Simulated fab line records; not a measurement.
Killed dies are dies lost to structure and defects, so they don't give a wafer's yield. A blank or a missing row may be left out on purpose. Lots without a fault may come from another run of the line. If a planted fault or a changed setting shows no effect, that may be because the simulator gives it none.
fab line records | flow n5Finfet
record: lots: 4 wafers: 12 lastDay: 17
route steps=1938 shown MOL_CONTACT_COAG@542 BEOL_M4@1111 PASSIVATION@1936
lots that met no fault: taken from a fault-free run of the same line
startH: hours from the record's first day to the start of the lot's first wafer shown | waitH: hours since the lot's step before | " repeats the value in the row above | L1.1+2: several wafers, shown together as one row | - no value present, or no start provided | * or withheld: withheld | < > ~ a bound
route shown NAME@n: NAME is a module with steps in the file, n the number in the route of the first one | usual: the fault-free wafers' mean and standard deviation | same: alike in all rows | chamber/n: place in a boat | sites: per-site readings | _std_site: standard deviation across them | _edge_site: mean of outer sites minus mean of inner sites | radiusMm: how far each site lies from the wafer's centre | mask NAME#n: copy n | behind: the tool/chamber that last shaped the wafer | hold: what put the lot on hold/how long, in hours/how the hold closed | device: the transistor (n, p or np) that didn't switch | end of line: the same wafers' tests at the end of the route | where a step has no rows: the recipe by itself | killed: dies lost to structure and defects at the first sort, not the wafer's yield | map: per-die view of a wafer (x killed, . not killed, _ where there is no die)
set.NAME: setting as actually run; set.NAME@STEP: the setting as run at that earlier step | model.NAME: the simulator's own value behind a step, which no gauge read
certain route steps with their lots: each step a table, each wafer a row
services: a tool's chamber out of use, with start hour (startH, from the record's first day; less than 0 if before it), hours out, and reason
== steps ==
step: N5_MOL_CONTACT_COAG_PRECLEAN_111
recipe: chemistry: NF3:NH3 afsCycles: 1 tempC: 30 timeS: 20 sublimationTempC: 180 sublimationTimeS: 60 pressureTorr: 3 rfPowerW: 30
step: N5_MOL_CONTACT_COAG_TI_SIL_19
recipe: material: Ti targetThkA: 42 tempC: 200 chamberPressurePa: 5 powerW: 5000 timeS: 15
step: N5_MOL_CONTACT_COAG_ALD_20
recipe: material: TiN targetThkA: 15 tempC: 400 aldPrecursorFamily: TiCl4 aldCoReactant: NH3 pulseTimeS: 1 purgeTimeS: 3 coReactantPurgeTimeS: 2 coReactantPulseTimeS: 2 aldCycles: 68 pressureTorr: 3
step: N5_MOL_CONTACT_COAG_SIL_ANNEAL_21
recipe: tempC: 550 timeS: 60 ambient: N2
step: N5_MOL_CONTACT_COAG_PRE_CLEAN_141
recipe: gas: H2/He timeS: 60 tempC: 300
step: N5_MOL_CONTACT_COAG_SPUTTER_143
recipe: material: Co targetThkA: 25 tempC: 25 chamberPressurePa: 0.2
step: N5_MOL_CONTACT_COAG_CO_FILL_22
recipe: material: Co targetThkA: 200 tempC: 200 precursor: CCTBA/H2 pressureTorr: 30
step: N5_MOL_CONTACT_COAG_ANNEAL_113
recipe: tempC: 400 timeS: 300 ambient: H2/N2
step: N5_MOL_CONTACT_COAG_PRE_CLEAN_142
recipe: gas: H2/He timeS: 60 tempC: 300
step: N5_MOL_CONTACT_COAG_SPUTTER_130
recipe: material: Co targetThkA: 475 tempC: 25 chamberPressurePa: 0.5 powerW: 3000
step: N5_MOL_CONTACT_COAG_PRECLEAN_125
recipe: chemistry: DIW timeS: 57.5 tempC: 23
step: N5_MOL_CONTACT_COAG_SRD_126
recipe: dryTimeS: 32 dry: n2Spin spinRpm: 1500
step: N5_MOL_CONTACT_COAG_CMP_23
recipe: stopOn: SiO2 tOverpolishS: 1.5 postCmpClean: cuAlkaline downForcePsi: 2 platenRpm: 50.289 padVelocityMS: 1.0006 targetThkNm: 0
usual: edgeZonePressureFrac: 1.000/0.0055 headPressurePsi: 1.999/0.0044 motorCurrentA: 8.1/0.61 overpolishRunS: 1.500/0.0085 timeToEndpointS: 10.1/2.1
columns lot.wafer tool chamber startH waitH edgeZonePressureFrac headPressurePsi motorCurrentA overpolishRunS timeToEndpointS model.Co_of_MOL_CONTACT_COAG_SPUTTER_130.thkNm model.SiNx_of_GATE_CUT_SAC_CAP_01.thkNm
L385.2 cmp-03 2 178.81 0.1 - - - - - 48 20.4
L385.3 " 0 " " - - - - - 48 20.4
L385.5 " 2 " " - - - - - 48 20.4
L386.3 cmp-02 0 186.38 0.0 - - - - - 48 20.4
L386.5 " 0 " " - - - - - 47.6 20.4
L386.6 " 1 " " - - - - - 47.8 20.4
L391.3 cmp-03 2 214.00 0.1 0.997 1.999 8.2 1.507 10.6 0 18.4
L391.4 " 3 " " 0.998 1.992 8.3 1.492 11.2 0 18.4
L391.2 " 1 " " 1.003 2.002 8.2 1.492 10.4 0 18.2
L394.4 cmp-02 2 236.93 0.1 1.004 1.999 7.4 1.516 11.9 0 18.4
L394.1 " 3 " " 0.999 1.998 8.5 1.491 11.8 0 18.2
L394.6 " 2 " " 1.000 2.000 7.1 1.508 10.3 0 18.2
step: N5_MOL_CONTACT_COAG_WET_ETCH_26
recipe: target: Co targetDepthNm: 13
step: N5_MOL_CONTACT_COAG_WET_ETCH_116
recipe: chemistry: SC1-inhibited targetDepthNm: 4.6 dry: ipaMarangoni rinseTimeS: 30 rinseTempC: 23
step: N5_MOL_CONTACT_COAG_ALD_27
recipe: material: SiOC targetThkA: 170 tempC: 400 aldPrecursorFamily: carbosiloxane aldCoReactant: H2-plasma pulseTimeS: 1.5 timeS: 2720 purgeTimeS: 2 coReactantPurgeTimeS: 2 aldCycles: 340 pressureTorr: 2
step: N5_MOL_CONTACT_COAG_CMP_28
recipe: stopOn: SiNx tOverpolishS: 0.85 postCmpClean: alkalineBrush downForcePsi: 4.15 platenRpm: 51.8 padVelocityMS: 1.0307 targetThkNm: 14.522
usual: edgeZonePressureFrac: 0.999/0.005 headPressurePsi: 4.151/0.0092 motorCurrentA: 12.6/0.83
columns lot.wafer tool chamber startH waitH edgeZonePressureFrac headPressurePsi motorCurrentA model.SiNx_of_GATE_CUT_SAC_CAP_01.thkNm
L385.2 cmp-04 3 182.72 0.9 1.001 4.148 13.2 20
L385.3 " 0 " " 0.997 4.145 11.0 20.2
L385.5 " 1 " " 0.999 4.168 11.9 20
L386.3 cmp-04 0 191.93 0.9 1.004 4.141 10.5 20
L386.6 " 2 " " 0.999 4.147 12.9 20
L386.5 " 3 " " 0.999 4.163 12.8 20.2
L391.3 cmp-02 2 216.39 0.8 1.000 4.144 10.5 18
L391.2 " 3 " " 0.999 4.143 12.9 18
L391.4 " 0 " " 1.002 4.139 13.1 18
L394.1 cmp-04 0 239.35 0.9 0.992 4.170 10.7 18
L394.4 " 1 " " 1.007 4.162 12.0 18
L394.6 " 2 " " 1.001 4.145 14.0 18
step: N5_MOL_CONTACT_COAG_THK_MEAS_29
recipe: reads: SiNx_of_GATE_CUT_PECVD_57+SiNx_of_GATE_CUT_SAC_CAP_01
usual: MD_CAP_THK: 17.93/0.079
columns lot.wafer tool chamber startH waitH MD_CAP_THK[nm]
L385.2 filmMetro-02 - 182.94 - 20.04
L385.3 " - " " 20.05
L385.5 " - " " 19.97
L386.3 filmMetro-02 - 192.15 - 20.15
L386.5 " - " " 20.11
L386.6 " - " " 20.08
L391.2 filmMetro-01 - 216.68 - 17.94
L391.3 " - " " 17.98
L391.4 " - " " 17.91
L394.1 filmMetro-01 - 239.57 - 17.96
L394.4 " - " " 17.98
L394.6 " - " " 17.99
step: N5_MOL_CONTACT_COAG_ALD_123
recipe: material: SiNx targetThkA: 50 tempC: 400 aldPrecursorFamily: SiH2I2 aldCoReactant: N2/H2-plasma pulseTimeS: 1 purgeTimeS: 2 coReactantPurgeTimeS: 2 aldCycles: 100 pressureTorr: 2
step: N5_MOL_CONTACT_COAG_PECVD_31
recipe: material: SiO2 targetThkA: 460 tempC: 400 precursor: TEOS/O2 pressureTorr: 6.5 rfW: withheld teosFlowSccm: withheld gas: O2 flowSccm: 2650 timeS: 8.9
step: N5_MOL_CONTACT_COAG_COAT_75
recipe: resist: SOC tempC: 250 timeS: 60 spinRpm: 1500 resistThkNm: 60
step: N5_MOL_CONTACT_COAG_COAT_76
recipe: resist: SiARC tempC: 220 timeS: 60 spinRpm: 1500 resistThkNm: 10
step: N5_MOL_CONTACT_COAG_COAT_77
recipe: resist: underlayer tempC: 205 timeS: 60 spinRpm: 1500 resistThkNm: 10
step: N5_MOL_CONTACT_COAG_COAT_78
recipe: resist: CAR-EUV spinRpm: 1500 resistThkNm: 40
step: N5_MOL_CONTACT_COAG_EBR_80
recipe: solvent: PGMEA ebrWidthMm: 1.5
step: N5_MOL_CONTACT_COAG_SOFTBAKE_79
recipe: tempC: 110 timeS: 60 resist: CAR-EUV
step: N5_MOL_CONTACT_COAG_EXPOSE_81
recipe: maskId: VG na: 0.33 sourceShape: annular sigmaInner: 0.3 sigmaOuter: 0.7 polarization: unpolarized defocusNm: 0 doseMj: 59.5
step: N5_MOL_CONTACT_COAG_PEB_82
recipe: pebTempC: 100 pebTimeS: 60 resist: CAR-EUV
step: N5_MOL_CONTACT_COAG_DEVELOP_83
recipe: developTimeS: 30 developer: TMAH resist: CAR-EUV rinseLiquid: surfactantRinse dry: airSpin devTempC: 23
step: N5_MOL_CONTACT_COAG_DESCUM_88
recipe: chemistry: O2 timeS: 7 sourcePowerW: 50 biasPowerW: 20 pressureMtorr: 20 rfFrequencyHz: 2.712e+07 tempC: 40 resist: CAR-EUV o2FlowSccm: 225
step: N5_MOL_CONTACT_COAG_ETCH_89
recipe: chemistry: N2/H2 target: underlayer targetDepthA: 130 maskMaterial: CAR-EUV timeS: 10.4 ionEnergyEv: 200 pressureMtorr: 30 sourceW: 840 biasW: 150 n2FlowSccm: 200 h2FlowSccm: 200 ends: cleared
step: N5_MOL_CONTACT_COAG_ETCH_90
recipe: chemistry: CF4 target: SiARC targetDepthA: 130 maskMaterial: CAR-EUV timeS: 21.7 ionEnergyEv: 80 pressureMtorr: 40 sourceW: 545 biasW: 36 Ar_flow_sccm: 100 cf4FlowSccm: 100 ends: cleared
step: N5_MOL_CONTACT_COAG_ALD_131
recipe: material: SiO2 targetThkA: 50 tempC: 100 aldPrecursorFamily: BDEAS aldCoReactant: O2-plasma pulseTimeS: 1 coReactantPulseTimeS: 1 purgeTimeS: 2 coReactantPurgeTimeS: 2 aldCycles: 35 pressureTorr: 2
step: N5_MOL_CONTACT_COAG_ETCHBACK_132
recipe: chemistry: CHF3 target: SiO2 targetDepthA: 100 timeS: 6.7 ionEnergyEv: 200 pressureMtorr: 30 sourceW: 610 biasW: 170 Ar_flow_sccm: 200 CHF3_flow_sccm: 50
step: N5_MOL_CONTACT_COAG_ETCH_91
recipe: chemistry: N2/H2 target: SOC targetDepthA: 600 overetchA: 210 maskMaterial: SiARC tempC: 40 timeS: 101.2 ionEnergyEv: 200 pressureMtorr: 30 sourceW: 840 biasW: 150 n2FlowSccm: 200 h2FlowSccm: 200
step: N5_MOL_CONTACT_COAG_STRIP_92
recipe: chemistry: N2/H2 tempC: 40 n2FlowSccm: 200 h2FlowSccm: 200 rfFrequencyHz: 6e+07
step: N5_MOL_CONTACT_COAG_STRIP_93
recipe: chemistry: N2/H2 tempC: 40 n2FlowSccm: 200 h2FlowSccm: 200 rfFrequencyHz: 6e+07
step: N5_MOL_CONTACT_COAG_ETCH_47
recipe: chemistry: CH3F/O2 target: SiNx targetDepthA: 270 maskMaterial: SiO2 stopOn: W overEtchFrac: 0.2 ionEnergyEv: 120 endpoint: OES-CN pressureMtorr: 30 sourceW: 395 biasW: 73 Ar_flow_sccm: 150 CH3F_flow_sccm: 30 O2_flow_sccm: 20 ends: endPoint
usual: biasW: 73.00/0.21 drypumpMotorCurrentA: 6.0/0.5 etchRfOnTimeS: 31.4/0.37 oesProductAu: 0.70/0.068 rfVppV: 297.8/2.6 showerheadPlenumPTorr: 2.01/0.066 throttleValvePct: 16.33/0.19
columns lot.wafer tool chamber startH waitH biasW drypumpMotorCurrentA etchRfOnTimeS oesProductAu rfHoursCounterH rfVppV showerheadPlenumPTorr throttleValvePct model.etch.tClearS model.MOL_CONTACT_COAG.featureDepthNm model.etch.depthNm
L385.2 rieDiel-05 2 190.15 0.0 73.04 6.6 35.3 0.69 152 295.0 2.00 16.37 29.45 20.6 19.99
L385.3 " 0 " " 73.13 5.6 35.4 0.73 90 299.8 1.94 16.18 29.53 20.8 20.12
L385.5 " 2 " " 73.03 6.6 35.4 0.68 - 295.4 2.00 16.38 29.51 20.6 19.98
L386.3 rieDiel-05 1 194.70 0.0 72.96 6.2 34.8 0.88 1 302.1 2.06 16.02 28.98 20.8 20.1
L386.5 " 2 " " 72.68 6.6 35.9 0.68 - 297.6 2.00 16.38 29.88 20.8 20.11
L386.6 " 1 " " 73.05 6.3 34.7 0.89 - 299.8 2.06 16.03 28.92 20.8 20.08
L391.2 rieDiel-04 3 218.26 0.0 72.95 5.6 31.6 0.64 209 298.5 2.07 16.23 26.31 18.6 17.95
L391.3 " 0 " " 72.89 6.6 32.3 0.61 247 295.5 1.88 16.23 26.87 18.6 18
L391.4 " 2 " " 72.78 5.7 31.2 0.82 - 293.2 2.05 15.81 26 18.6 17.99
L394.1 rieDiel-05 2 241.57 0.0 73.06 6.6 31.8 0.67 175 296.3 1.99 16.43 26.52 18.4 17.9
L394.4 " 3 " " 72.83 5.5 31.7 0.67 153 296.2 2.09 16.54 26.4 18.6 17.98
L394.6 " 2 " " 73.07 6.6 31.6 0.66 - 296.2 1.99 16.42 26.37 18.6 17.92
step: N5_BEOL_M4_RC_MEAS_101
usual: DIBL_N: 36.3/1.2 DIBL_P: 36.1/1.6 IOFF_N: 0.161/0.023 IOFF_P: 0.209/0.027 ION_N: 676/8.9 ION_P: 462/5.3 SS_N: 71.5/0.51 SS_P: 73.2/0.5 VT_N: 249.1/2.5 VT_P: -249.9/2.8
columns lot.wafer tool chamber startH waitH DIBL_N[mV/V] DIBL_P[mV/V] IOFF_N[nA/um] IOFF_P[nA/um] ION_N[uA/um] ION_P[uA/um] SS_N[mV/dec] SS_P[mV/dec] VT_N[mV] VT_P[mV]
L391.2 prober-02 0 278.87 0.2 37.8 37.2 0.202 0.225 695 466 72.2 73.0 245.0 -249.9
L391.3 " 0 " " 37.4 37.6 0.178 0.224 688 468 72.0 73.8 248.6 -248.7
L391.4 " 0 " " 36.9 36.7 0.167 0.212 681 459 71.8 72.5 249.6 -249.5
L394.1 prober-01 0 310.21 0.0 34.6 33.6 0.125 0.169 669 460 71.2 73.0 252.8 -252.1
L394.4 " 0 " " 35.6 34.4 0.136 0.179 672 460 71.8 73.0 252.2 -250.3
L394.6 " 0 " " 36.8 36.1 0.154 0.201 677 459 71.5 73.3 249.4 -251.0
step: N5_PASSIVATION_PROBE_49
usual: defectLimitedYield: 91.3/1.5 killed_at_M0_to_M3: 35/10 killed_at_M4_up: 13/5.3 killedAtContacts: 12/5.7 killedAtFrontEnd: 39/11 killedAtOther: 3.3/2.7 killedDies: 102/18 killedOnRim: 13/4 killedOpen: 67/13 killedShort: 34/7.8 sort_bin_5_function: 5.1/1 sort_bin_6_memory: 3.3/0.68 sortNPass: 1078/18 sortYieldPct: 91.3/1.5
same: grossDies: 1180 killedAtBackSide: 0 sort_bin_4_leakage[%]: 0 sort_bin_8_speed[%]: 0
columns lot.wafer tool chamber startH waitH defectLimitedYield[%] killed_at_M0_to_M3 killed_at_M4_up killedAtContacts killedAtFrontEnd killedAtOther killedDies killedOnRim killedOpen killedShort sort_bin_5_function[%] sort_bin_6_memory[%] sortNPass sortYieldPct[%]
L386.3 prober-02 - 356.81 0.1 0 33 9 1098 38 2 1180 152 60 33 5.1 2.5 0 0
L386.5 prober-02 - 356.91 0.2 0 24 4 1108 42 2 1180 152 60 29 4.4 3.1 0 0
L386.6 prober-02 - 356.96 0.3 0 52 15 1064 49 0 1180 152 78 47 6.4 3.8 0 0
L385.2 prober-02 - 358.83 0.4 0 47 18 1066 46 3 1180 152 77 46 6.2 3.7 0 0
L385.3 prober-02 - 358.88 0.4 0 21 15 1097 42 5 1180 152 67 30 4.8 3.1 0 0
L385.5 prober-02 - 358.98 0.5 0 47 23 1076 34 0 1180 152 76 48 6.7 3.7 0 0
killed by level:class
L386.3 MOL_CONTACT_COAG:areaCmp=1087 FIN_SAQP:geometricParticle:short=10 MOL_CONTACT_COAG:geometricParticle:open=9 BEOL_M2:geometricParticle:open=8 BEOL_M1:geometricParticle:open=7 BEOL_M3:geometricParticle:open=7 FIN_SAQP:geometricParticle:open=6 STI_FIN_REVEAL:geometricParticle:open=5
L386.5 MOL_CONTACT_COAG:areaCmp=1090 MOL_CONTACT_COAG:geometricParticle:open=13 STI_FIN_REVEAL:geometricParticle:open=11 FIN_SAQP:geometricParticle:short=9 BEOL_M3:geometricParticle:open=6 BEOL_M1:geometricParticle:open=6 GATE_CUT:geometricParticle:open=5 MOL_CONTACT_COAG:geometricParticle:short=5
L386.6 MOL_CONTACT_COAG:areaCmp=1055 BEOL_M2:geometricParticle:open=18 FIN_SAQP:geometricParticle:short=12 BEOL_M3:geometricParticle:open=8 BEOL_M1:geometricParticle:open=7 GATE_CUT:geometricParticle:short=7 FIN_SAQP:geometricParticle:open=6 MOL_CONTACT_COAG:geometricParticle:open=6
L385.2 MOL_CONTACT_COAG:areaCmp=1055 BEOL_M0_SAQP:geometricParticle:open=12 MOL_CONTACT_COAG:geometricParticle:open=11 BEOL_M0_SAQP:geometricParticle:short=9 FIN_SAQP:geometricParticle:short=8 BEOL_M0:geometricParticle:open=7 BEOL_M2:geometricParticle:open=7 FIN_SAQP:geometricParticle:open=6
L385.3 MOL_CONTACT_COAG:areaCmp=1083 BEOL_M4:geometricParticle:open=11 FIN_SAQP:geometricParticle:open=10 STI_FIN_REVEAL:geometricParticle:open=10 MOL_CONTACT_COAG:geometricParticle:open=10 BEOL_M0_SAQP:geometricParticle:open=8 FIN_SAQP:geometricParticle:short=6 MOL_CONTACT_COAG:geometricParticle:short=4
L385.5 MOL_CONTACT_COAG:areaCmp=1056 MOL_CONTACT_COAG:geometricParticle:open=16 FIN_SAQP:geometricParticle:short=13 BEOL_M0_SAQP:geometricParticle:short=10 BEOL_M0:geometricParticle:open=9 BEOL_M1:geometricParticle:open=8 BEOL_M4:geometricParticle:open=7 FIN_SAQP:geometricParticle:open=6
map L385.2 (x killed, . not)
_________________xxxxxxxxxxxx________________
______________xxxxxxxxxxxxxxxxxx_____________
___________xxxxxxxxxxxxxxxxxxxxxxxx__________
__________xxxxxxxxxxxxxxxxxxxxxxxxxx_________
________xxxxxxxxxxxxxxxxxxxxxxxxxxxxxx_______
_______xxxxxxxxxxxxxxxxxxxxxxxxxxxxxxxx______
______xxxxxxxxxxxxxxxxxxxxxxxxxxxxxxxxxx_____
_____xxxxxxxxxxxxxxxxxxxxxxxxxxxxxxxxxxxx____
____xxxxxxxxxxxxxxxxxxxxxxxxxxxxxxxxxxxxxx___
___xxxxxxxxxxxxxxxxxxxxxxxxxxxxxxxxxxxxxxxx__
___xxxxxxxxxxxxxxxxxxxxxxxxxxxxxxxxxxxxxxxx__
__xxxxxxxxxxxxxxxxxxxxxxxxxxxxxxxxxxxxxxxxxx_
__xxxxxxxxxxxxxxxxxxxxxxxxxxxxxxxxxxxxxxxxxx_
_xxxxxxxxxxxxxxxxxxxxxxxxxxxxxxxxxxxxxxxxxxxx
_xxxxxxxxxxxxxxxxxxxxxxxxxxxxxxxxxxxxxxxxxxxx
_xxxxxxxxxxxxxxxxxxxxxxxxxxxxxxxxxxxxxxxxxxxx
_xxxxxxxxxxxxxxxxxxxxxxxxxxxxxxxxxxxxxxxxxxxx
_xxxxxxxxxxxxxxxxxxxxxxxxxxxxxxxxxxxxxxxxxxxx
_xxxxxxxxxxxxxxxxxxxxxxxxxxxxxxxxxxxxxxxxxxxx
_xxxxxxxxxxxxxxxxxxxxxxxxxxxxxxxxxxxxxxxxxxxx
_xxxxxxxxxxxxxxxxxxxxxxxxxxxxxxxxxxxxxxxxxxxx
__xxxxxxxxxxxxxxxxxxxxxxxxxxxxxxxxxxxxxxxxxx_
__xxxxxxxxxxxxxxxxxxxxxxxxxxxxxxxxxxxxxxxxxx_
___xxxxxxxxxxxxxxxxxxxxxxxxxxxxxxxxxxxxxxxx__
___xxxxxxxxxxxxxxxxxxxxxxxxxxxxxxxxxxxxxxxx__
____xxxxxxxxxxxxxxxxxxxxxxxxxxxxxxxxxxxxxx___
_____xxxxxxxxxxxxxxxxxxxxxxxxxxxxxxxxxxxx____
______xxxxxxxxxxxxxxxxxxxxxxxxxxxxxxxxxx_____
_______xxxxxxxxxxxxxxxxxxxxxxxxxxxxxxxx______
________xxxxxxxxxxxxxxxxxxxxxxxxxxxxxx_______
__________xxxxxxxxxxxxxxxxxxxxxxxxxx_________
___________xxxxxxxxxxxxxxxxxxxxxxxx__________
______________xxxxxxxxxxxxxxxxxx_____________
_________________xxxxxxxxxxxx________________
map L386.3 (x killed, . not)
_________________xxxxxxxxxxxx________________
______________xxxxxxxxxxxxxxxxxx_____________
___________xxxxxxxxxxxxxxxxxxxxxxxx__________
__________xxxxxxxxxxxxxxxxxxxxxxxxxx_________
________xxxxxxxxxxxxxxxxxxxxxxxxxxxxxx_______
_______xxxxxxxxxxxxxxxxxxxxxxxxxxxxxxxx______
______xxxxxxxxxxxxxxxxxxxxxxxxxxxxxxxxxx_____
_____xxxxxxxxxxxxxxxxxxxxxxxxxxxxxxxxxxxx____
____xxxxxxxxxxxxxxxxxxxxxxxxxxxxxxxxxxxxxx___
___xxxxxxxxxxxxxxxxxxxxxxxxxxxxxxxxxxxxxxxx__
___xxxxxxxxxxxxxxxxxxxxxxxxxxxxxxxxxxxxxxxx__
__xxxxxxxxxxxxxxxxxxxxxxxxxxxxxxxxxxxxxxxxxx_
__xxxxxxxxxxxxxxxxxxxxxxxxxxxxxxxxxxxxxxxxxx_
_xxxxxxxxxxxxxxxxxxxxxxxxxxxxxxxxxxxxxxxxxxxx
_xxxxxxxxxxxxxxxxxxxxxxxxxxxxxxxxxxxxxxxxxxxx
_xxxxxxxxxxxxxxxxxxxxxxxxxxxxxxxxxxxxxxxxxxxx
_xxxxxxxxxxxxxxxxxxxxxxxxxxxxxxxxxxxxxxxxxxxx
_xxxxxxxxxxxxxxxxxxxxxxxxxxxxxxxxxxxxxxxxxxxx
_xxxxxxxxxxxxxxxxxxxxxxxxxxxxxxxxxxxxxxxxxxxx
_xxxxxxxxxxxxxxxxxxxxxxxxxxxxxxxxxxxxxxxxxxxx
_xxxxxxxxxxxxxxxxxxxxxxxxxxxxxxxxxxxxxxxxxxxx
__xxxxxxxxxxxxxxxxxxxxxxxxxxxxxxxxxxxxxxxxxx_
__xxxxxxxxxxxxxxxxxxxxxxxxxxxxxxxxxxxxxxxxxx_
___xxxxxxxxxxxxxxxxxxxxxxxxxxxxxxxxxxxxxxxx__
___xxxxxxxxxxxxxxxxxxxxxxxxxxxxxxxxxxxxxxxx__
____xxxxxxxxxxxxxxxxxxxxxxxxxxxxxxxxxxxxxx___
_____xxxxxxxxxxxxxxxxxxxxxxxxxxxxxxxxxxxx____
______xxxxxxxxxxxxxxxxxxxxxxxxxxxxxxxxxx_____
_______xxxxxxxxxxxxxxxxxxxxxxxxxxxxxxxx______
________xxxxxxxxxxxxxxxxxxxxxxxxxxxxxx_______
__________xxxxxxxxxxxxxxxxxxxxxxxxxx_________
___________xxxxxxxxxxxxxxxxxxxxxxxx__________
______________xxxxxxxxxxxxxxxxxx_____________
_________________xxxxxxxxxxxx________________
== services ==
columns tool chamber startH hours kind
rieDiel-04 1 160.26 9.4 repair
cmp-04 - 164.22 2.1 repair
cmp-03 - 164.27 0.9 repair
rieDiel-05 1 168.24 - clean
rieDiel-05 1 168.24 - consumableReplace:esc
rieDiel-05 1 168.24 - consumableReplace:focusRing
rieDiel-05 1 168.24 23.1 scheduledDown
rieDiel-05 1 168.24 23.1 ventCycle
cmp-04 - 174.93 1.3 repair
cmp-03 - 175.11 3.4 pm
rieDiel-04 2 175.20 - clean
rieDiel-04 2 175.20 - consumableReplace:focusRing
rieDiel-04 2 175.20 17.6 scheduledDown
rieDiel-04 2 175.20 17.6 ventCycle
cmp-03 - 195.42 1.8 repair
cmp-04 - 209.28 0.9 repair
rieDiel-04 2 210.03 5.3 repair
rieDiel-04 1 217.31 5.0 repair
rieDiel-04 0 226.04 - clean
rieDiel-04 0 226.04 - consumableReplace:focusRing
rieDiel-04 0 226.04 - consumableReplace:showerhead
rieDiel-04 0 226.04 31.1 scheduledDown
cmp-02 - 227.66 5.5 pm
cmp-03 - 238.32 4.0 pm
== key ==
firstSign: step: N5_MOL_CONTACT_COAG_CMP_23 reading: toolRecord direction: missing
effect: step: N5_MOL_CONTACT_COAG_THK_MEAS_29 reading: MD_CAP_THK direction: up sigmas: 27 usual: 17.93 struck: 20.07
effect: step: N5_MOL_CONTACT_COAG_ETCH_47 reading: etchRfOnTimeS direction: up sigmas: 10 usual: * struck: *
effect: step: N5_PASSIVATION_PROBE_49 reading: killedAtContacts direction: up sigmas: 99+ usual: 12 struck: 1085
modelEffect: step: N5_MOL_CONTACT_COAG_CMP_23 value: Co_of_MOL_CONTACT_COAG_SPUTTER_130.thkNm without: 0 struck: 47.9
modelEffect: step: N5_MOL_CONTACT_COAG_CMP_28 value: SiNx_of_GATE_CUT_SAC_CAP_01.thkNm without: 18 struck: 20.07
modelEffect: step: N5_MOL_CONTACT_COAG_ETCH_47 value: etch.tClearS without: 26.38 struck: 29.38
moreKillsBornAt: N5_MOL_CONTACT_COAG_CMP_23@cmp-02: 3232 N5_MOL_CONTACT_COAG_CMP_23@cmp-03: 3194
metAt N5_MOL_CONTACT_COAG_CMP_23
struckWafers L385.2,L385.3,L385.5,L386.3,L386.5,L386.6
laterRowsLeftOut L385.2,L385.3,L385.5,L386.3,L386.5,L386.6
fault: kind: skippedStepWhole tool: cmp-02,cmp-03 chamber: - onsetH: 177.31 steps: N5_MOL_CONTACT_COAG_CMP_23 scope: struckLotsOnly
laterRowsLeftOut: the simulator's readings of these wafers behind a module that went badly wrong aren't trusted and aren't shown, but for the sort
